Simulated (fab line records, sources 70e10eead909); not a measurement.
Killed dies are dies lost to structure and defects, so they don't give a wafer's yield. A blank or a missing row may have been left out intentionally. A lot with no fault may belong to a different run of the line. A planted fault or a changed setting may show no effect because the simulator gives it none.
Chamber matching -- flow nand_harc -- NHARC_A_CONTACT_CMP_20 on cmp-04: 4 sister chambers
The step polishes, t overpolish 30 s, target thk 300 nm. 4 wafers are shown with their chamber, then 8 later ones without.

WAFERS WITH THEIR CHAMBER
wafer,chamber,time_to_endpoint_s (s)
L941.4,1,47
L943.5,0,64
L943.6,3,60
L944.2,2,60

WAFERS MISSING THEIR CHAMBER
wafer,time_to_endpoint_s (s)
L944.4,50
L944.5,61
L946.2,58
L946.3,58
L946.6,57
L950.1,60
L950.4,61
L950.5,53

WHICH CHAMBER EACH WENT THROUGH
wafer,from the rows above,in truth
L944.4,1,1
L944.5,can't be placed: 2 or 3 or 0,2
L946.2,can't be placed: 2 or 3 or 0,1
L946.3,can't be placed: 2 or 3 or 0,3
L946.6,can't be placed: 2 or 3 or 0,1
L950.1,can't be placed: 2 or 3 or 0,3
L950.4,can't be placed: 2 or 3 or 0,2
L950.5,can't be placed: 1 or 2 or 3 or 0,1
1 of 8 placed correctly. From these rows, 7 cannot be placed; in 5 the true chamber is one of the candidates. Wrongly placed: 0.
How it was worked out, from the rows above alone: a wafer's distance from a chamber is the root of the sum, over the readings, of the square of ((its reading less the chamber's mean) divided by the reading's scatter). The wafer belongs to the nearest chamber; if the next one is less than 2 further off, it can't be placed. A chamber's mean is the mean of its shown wafers. The scatter: root of mean squared gap, hidden wafer to nearest shown wafer, with one shown wafer a chamber.
